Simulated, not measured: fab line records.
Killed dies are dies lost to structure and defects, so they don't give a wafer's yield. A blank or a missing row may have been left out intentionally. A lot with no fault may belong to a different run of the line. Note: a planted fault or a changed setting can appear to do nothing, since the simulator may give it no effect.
Matching of chambers | flow n5Finfet | 3 sister chambers for N5_BEOL_M1_PECVD_72 on pecvd-04
The step deposits SiO2 from TEOS/O2, target thk 16 nm, time 18 s. 18 wafers are shown with their chamber, then 9 later ones without.

## WAFERS, EACH WITH ITS CHAMBER
wafer  | chamber | throttleValvePct (%) | showerheadPlenumPTorr (Torr) | heaterPowerW (W)
L078.1 | 1       | 25.1                 | 8.83                         | 954
L078.3 | 0       | 23.0                 | 8.80                         | 847
L078.4 | 2       | 22.9                 | 8.75                         | 829
L081.3 | 1       | 24.8                 | 8.84                         | 967
L081.5 | 1       | 24.8                 | 8.84                         | 977
L081.6 | 0       | 23.0                 | 8.80                         | 931
L086.1 | 1       | 24.8                 | 8.82                         | 913
L086.3 | 0       | 23.4                 | 8.81                         | 898
L086.5 | 0       | 23.0                 | 8.81                         | 939
L089.4 | 0       | 23.2                 | 8.80                         | 904
L089.5 | 0       | 23.3                 | 8.79                         | 921
L089.6 | 1       | 24.7                 | 8.83                         | 929
L091.3 | 0       | 23.3                 | 8.80                         | 761
L091.5 | 0       | 23.0                 | 8.80                         | 784
L091.6 | 1       | 24.9                 | 8.84                         | 1006
L092.2 | 0       | 23.5                 | 8.80                         | 768
L092.3 | 1       | 24.9                 | 8.84                         | 797
L092.6 | 1       | 24.9                 | 8.85                         | 812

SIGNATURES, as means of the wafers listed above
reading               | chamber 0 | chamber 1 | chamber 2 | scatter within a chamber
throttleValvePct      | 23.189    | 24.863    | 22.900    | 0.165
showerheadPlenumPTorr | 8.8011    | 8.8362    | 8.7500    | 0.00764
heaterPowerW          | 861.44    | 919.38    | 829.00    | 74.6
Rule: for each reading, subtract the chamber's mean from the wafer's reading, divide by that reading's scatter and square the result; add these up over the readings and take the root, which gives the wafer's distance from the chamber. If the next closest chamber is less than 2 further off than the closest, the wafer can't be placed; otherwise it belongs to the closest. How the scatter is found: for the shown wafers, subtract from each reading the mean of its chamber, square and add these, divide the total by (wafers less chambers), then take the root.

## WAFERS WITH NO CHAMBER GIVEN
wafer  | throttleValvePct (%) | showerheadPlenumPTorr (Torr) | heaterPowerW (W)
L093.2 | 24.9                 | 8.83                         | 823
L093.3 | 23.2                 | 8.79                         | 827
L093.5 | 24.7                 | 8.82                         | 859
L095.1 | 25.2                 | 8.84                         | 844
L095.4 | 21.2                 | 8.72                         | 761
L095.5 | 24.8                 | 8.82                         | 867
L097.2 | 20.7                 | 8.72                         | 769
L097.3 | 24.8                 | 8.83                         | 950
L097.5 | 25.1                 | 8.83                         | 938

## WHICH CHAMBER EACH WENT THROUGH
wafer  | from the rows above | in truth
L093.2 | 1                   | 1
L093.3 | 0                   | 0
L093.5 | 1                   | 1
L095.1 | 1                   | 1
L095.4 | 2                   | 2
L095.5 | 1                   | 1
L097.2 | 2                   | 2
L097.3 | 1                   | 1
L097.5 | 1                   | 1
9 of 9 placed correctly. Not placeable from these rows: 0. Placed wrongly: 0.
